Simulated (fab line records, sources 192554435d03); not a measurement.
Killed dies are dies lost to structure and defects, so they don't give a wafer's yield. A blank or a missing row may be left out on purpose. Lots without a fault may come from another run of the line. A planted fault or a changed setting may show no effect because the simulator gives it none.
Chamber matching | flow n5_finfet | N5_BEOL_M8_STRIP_36 on rie_diel-06: 4 sister chambers
The step strips in N2/H2. 14 wafers are shown with their chamber, then 7 later ones without.

WAFERS WITH THEIR CHAMBER
wafer  | chamber | throttle_valve_pct (%) | showerhead_plenum_p_Torr (Torr) | drypump_motor_current_A (A)
L077.3 | 2       | 23.53                  | 2.62                            | 5.0
L077.4 | 0       | 24.21                  | 2.65                            | 5.1
L077.5 | 1       | 23.24                  | 2.59                            | 5.6
L081.2 | 2       | 23.60                  | 2.61                            | 5.0
L081.4 | 1       | 23.26                  | 2.59                            | 5.6
L081.6 | 3       | 23.73                  | 2.46                            | 5.7
L089.1 | 2       | 23.59                  | 2.61                            | 4.9
L089.3 | 0       | 24.25                  | 2.63                            | 5.2
L089.5 | 1       | 23.29                  | 2.59                            | 5.6
L091.1 | 2       | 23.58                  | 2.61                            | 4.9
L091.5 | 2       | 23.58                  | 2.61                            | 4.9
L091.6 | 0       | 24.25                  | 2.63                            | 5.2
L096.1 | 2       | 23.58                  | 2.60                            | 5.0
L096.3 | 3       | 23.76                  | 2.45                            | 5.7

SIGNATURES (means of the wafers above)
reading                  | chamber 0 | chamber 1 | chamber 2 | chamber 3 | scatter within a chamber
throttle_valve_pct       | 24.2367   | 23.2633   | 23.5767   | 23.7450   | 0.0239
showerhead_plenum_p_Torr | 2.6367    | 2.5900    | 2.6100    | 2.4550    | 0.00719
drypump_motor_current_A  | 5.167     | 5.600     | 4.950     | 5.700     | 0.0465
Rule: a wafer's distance from a chamber is the root of the sum, over the readings, of the square of ((its reading less the chamber's mean) divided by the reading's scatter). The wafer belongs to the nearest chamber; if the next one is less than 2 further off, it can't be placed. The scatter: the root of (the sum of the squares of (reading less its chamber's mean) over the shown wafers, divided by (wafers less chambers)).

WAFERS WITHOUT THEIR CHAMBER
wafer  | throttle_valve_pct (%) | showerhead_plenum_p_Torr (Torr) | drypump_motor_current_A (A)
L096.5 | 24.24                  | 2.63                            | 5.1
L092.1 | 23.60                  | 2.60                            | 4.9
L092.3 | 24.26                  | 2.63                            | 5.2
L092.6 | 24.26                  | 2.63                            | 5.2
L095.3 | 24.25                  | 2.63                            | 5.2
L095.5 | 23.61                  | 2.60                            | 4.9
L095.6 | 23.79                  | 2.45                            | 5.6

WHICH CHAMBER EACH WENT THROUGH
wafer  | from the rows above | in truth
L096.5 | 0                   | 0
L092.1 | 2                   | 2
L092.3 | 0                   | 0
L092.6 | 0                   | 0
L095.3 | 0                   | 0
L095.5 | 2                   | 2
L095.6 | 3                   | 3
Placed correctly: 7 of 7. Can't be placed from these rows: 0. Placed wrongly: 0.
